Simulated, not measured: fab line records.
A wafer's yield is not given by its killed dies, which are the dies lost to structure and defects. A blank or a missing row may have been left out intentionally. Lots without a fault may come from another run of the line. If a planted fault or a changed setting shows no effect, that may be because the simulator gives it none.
Which tool is to blame? / flow nandHarc / 42 wafers from 14 lots sampled at 2 of the route's 1302 steps

## WHAT THE GAUGES SHOWED, per wafer
NHARC_A_SLIT_OVL_MEAS_10. Usual: overlayXNm -0.1 nm, standard deviation 0.81; overlayYNm 0.2 nm, standard deviation 0.91.
lot=L901; measured=day 20 04:22; on=overlay-01; overlayXNm (nm)=-1.1 -1.2 -1.0; overlayYNm (nm)=0.8 0.6 1.0; flag=
lot=L906; measured=day 21 12:51; on=overlay-01; overlayXNm (nm)=0.5 0.3 0.2; overlayYNm (nm)=-0.5 0.1 0.0; flag=
lot=L908; measured=day 23 07:32; on=overlay-01; overlayXNm (nm)=-0.7 0.0 -1.0; overlayYNm (nm)=1.5 1.3 0.8; flag=
lot=L911; measured=day 23 16:45; on=overlay-02; overlayXNm (nm)=0.2 0.1 0.1; overlayYNm (nm)=-1.3 -0.5 -1.2; flag=
lot=L912; measured=day 24 05:14; on=overlay-02; overlayXNm (nm)=-1.0 -1.1 -1.4; overlayYNm (nm)=-0.9 -0.2 0.0; flag=
lot=L913; measured=day 24 08:54; on=overlay-02; overlayXNm (nm)=-0.9 -0.5 -0.1; overlayYNm (nm)=-0.3 0.2 -0.2; flag=
lot=L915; measured=day 25 07:50; on=overlay-02; overlayXNm (nm)=-0.7 -0.1 -0.2; overlayYNm (nm)=0.6 1.2 0.2; flag=
lot=L914; measured=day 25 14:56; on=overlay-02; overlayXNm (nm)=0.4 0.4 0.7; overlayYNm (nm)=-0.6 0.0 0.1; flag=
lot=L918; measured=day 26 23:01; on=overlay-01; overlayXNm (nm)=1.5 1.6 0.8; overlayYNm (nm)=0.7 0.9 0.5; flag=
lot=L917; measured=day 27 00:23; on=overlay-02; overlayXNm (nm)=-1.4 -1.5 -1.8; overlayYNm (nm)=-0.6 -1.1 -0.3; flag=
lot=L920; measured=day 27 15:35; on=overlay-01; overlayXNm (nm)=0.3 0.1 0.2; overlayYNm (nm)=-0.1 0.4 0.5; flag=
lot=L922; measured=day 29 03:19; on=overlay-01; overlayXNm (nm)=-1.7 -1.2 -1.2; overlayYNm (nm)=0.2 0.7 0.3; flag=
lot=L921; measured=day 29 04:00; on=overlay-01; overlayXNm (nm)=0.2 0.0 0.4; overlayYNm (nm)=-1.1 -1.4 -1.5; flag=
lot=L923; measured=day 29 07:04; on=overlay-01; overlayXNm (nm)=0.4 0.7 -0.2; overlayYNm (nm)=-0.7 -0.9 -1.0; flag=

NHARC_A_SLIT_INSPECT_11. Usual: rawDefectCount reads 54 (standard deviation 32).
lot=L901; measured=day 20 04:24; on=defectInspect-01; rawDefectCount=22 33 14; flag=
lot=L906; measured=day 21 12:53; on=defectInspect-01; rawDefectCount=20 32 33; flag=
lot=L908; measured=day 23 07:34; on=defectInspect-02; rawDefectCount=105 96 110; flag=
lot=L911; measured=day 23 16:47; on=defectInspect-01; rawDefectCount=79 86 80; flag=
lot=L912; measured=day 24 05:16; on=defectInspect-01; rawDefectCount=92 74 80; flag=
lot=L913; measured=day 24 08:56; on=defectInspect-01; rawDefectCount=15 11 22; flag=
lot=L915; measured=day 25 07:52; on=defectInspect-01; rawDefectCount=37 47 41; flag=
lot=L914; measured=day 25 14:58; on=defectInspect-02; rawDefectCount=83 82 102; flag=
lot=L918; measured=day 26 23:02; on=defectInspect-01; rawDefectCount=22 20 26; flag=
lot=L917; measured=day 27 00:25; on=defectInspect-01; rawDefectCount=50 41 57; flag=
lot=L920; measured=day 27 15:37; on=defectInspect-02; rawDefectCount=27 17 27; flag=
lot=L922; measured=day 29 03:21; on=defectInspect-02; rawDefectCount=86 70 68; flag=
lot=L921; measured=day 29 04:02; on=defectInspect-02; rawDefectCount=8 18 24; flag=
lot=L923; measured=day 29 07:05; on=defectInspect-02; rawDefectCount=6 14 11; flag=

## TOOL THAT RAN EACH LOT (tool first, then ch and the chambers of the sampled wafers, then the start)
The record shows no process step preceding these readings.

## WHAT THE TOOLS THEMSELVES READ (means of the sampled wafers that have a number; where no wafer has one, the mark that the record gives instead)
The record holds no such reading with a usual standard deviation.

## THE ANSWER, worked out from the rows above alone
Rule: lot off if the mean of its wafers having a number is beyond 3 standard deviations from the usual mean. Also off: a lot with no number at a reading for which 4 or more lots have one. Where the step has rows for the other lots, those lots are counted as sound. Order of review: gauges by route order, followed by the tools' own readings, for which a lot's mean as printed above is used. The first step at which some lot is off is used, and at that step the reading that is off furthest; a lot without a number counts as furthest.
None of the lots is off at any reading shown; this tells nothing.

## WHAT WAS PUT IN BY THE SIMULATOR
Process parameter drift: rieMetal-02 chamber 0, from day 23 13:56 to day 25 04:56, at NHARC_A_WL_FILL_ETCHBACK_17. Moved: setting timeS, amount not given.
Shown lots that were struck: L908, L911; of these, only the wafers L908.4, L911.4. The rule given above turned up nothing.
